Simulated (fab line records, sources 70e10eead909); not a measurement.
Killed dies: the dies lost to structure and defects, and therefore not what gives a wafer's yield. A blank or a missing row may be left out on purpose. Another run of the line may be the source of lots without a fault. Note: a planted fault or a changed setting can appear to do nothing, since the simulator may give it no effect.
Matching of chambers ; flow nand-harc ; NHARC_A_WL_FILL_ALD_19 on ald-metal-03: 4 sister chambers
The step deposits TiN, target thk 2 nm, pulse time 3 s, ald cycles 100. 8 wafers are shown with their chamber, then 8 later ones without.

== WAFERS PAIRED WITH THEIR CHAMBERS ==
wafer;chamber;heater-power-outer-w (W);heater-power-w (W)
L080.5;0;489;881
L080.6;3;735;1071
L085.1;3;740;1079
L085.6;0;481;849
L091.1;2;701;1038
L091.3;1;624;1008
L091.5;1;622;1020
L086.1;2;696;1037

== WAFERS WHOSE CHAMBER IS MISSING ==
wafer;heater-power-outer-w (W);heater-power-w (W)
L086.2;740;1075
L086.4;638;1024
L092.2;481;870
L092.4;688;1024
L092.5;679;1052
L094.1;618;1020
L094.3;496;853
L094.5;690;1060

== EACH ONE'S CHAMBER ==
wafer;from the rows above;in truth
L086.2;3;3
L086.4;1;1
L092.2;0;0
L092.4;2;2
L092.5;2;2
L094.1;1;1
L094.3;0;0
L094.5;2;2
Correctly placed: 8 of 8. Number that these rows cannot place: 0. Number placed wrongly: 0.
How it was worked out, from the rows above alone: a wafer's distance from a chamber is the root of the sum, over the readings, of the square of ((its reading less the chamber's mean) divided by the reading's scatter). If the next closest chamber is less than 2 further off than the closest, the wafer can't be placed; otherwise it belongs to the closest. A chamber's mean is the mean of its shown wafers. The scatter is the square root of a quotient: the sum, over the shown wafers, of each reading's squared deviation from its chamber's mean, divided by wafers minus chambers.
